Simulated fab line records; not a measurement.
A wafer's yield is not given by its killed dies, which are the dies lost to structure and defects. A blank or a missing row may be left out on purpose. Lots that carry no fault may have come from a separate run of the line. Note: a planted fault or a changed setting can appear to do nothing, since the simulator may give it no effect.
Chamber matching	flow nand-harc	4 sister chambers for NHARC_A_CONTACT_CMP_20 on cmp-04
The step polishes, t overpolish 30 s, target thk 300 nm. 8 wafers are shown with their chamber, then 7 later ones without.

## WAFERS PAIRED WITH THEIR CHAMBERS
wafer	chamber	motor-current-A (A)	time-to-endpoint-s (s)
L997.6	2	12.1	64
L103.1	1	13.2	58
L103.6	0	11.9	67
L107.1	3	11.2	53
L107.4	2	11.5	58
L107.6	3	11.3	53
L105.1	1	13.7	62
L105.2	0	12.4	68

## WAFERS WITHOUT THEIR CHAMBER
wafer	motor-current-A (A)	time-to-endpoint-s (s)
L105.3	12.1	64
L108.3	13.9	60
L108.4	11.5	55
L108.6	13.8	59
L115.1	11.0	56
L115.3	11.8	66
L115.5	12.3	64

## EACH ONE'S CHAMBER
wafer	from the rows above	in truth
L105.3	can't be placed: 0 or 2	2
L108.3	1	1
L108.4	can't be placed: 3 or 2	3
L108.6	1	1
L115.1	can't be placed: 3 or 2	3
L115.3	can't be placed: 0 or 2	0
L115.5	can't be placed: 0 or 2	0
Correctly placed: 2 of 7. These rows do not allow placing 5 (true chamber among the candidates in 5). 0 placed wrongly.
How it was worked out, from the rows above alone: a wafer's distance from a chamber is the root of the sum, over the readings, of the square of ((its reading less the chamber's mean) divided by the reading's scatter). If the next closest chamber is less than 2 further off than the closest, the wafer can't be placed; otherwise it belongs to the closest. The mean given for a chamber averages the wafers shown for that chamber. The scatter: the root of (the sum of the squares of (reading less its chamber's mean) over the shown wafers, divided by (wafers less chambers)).
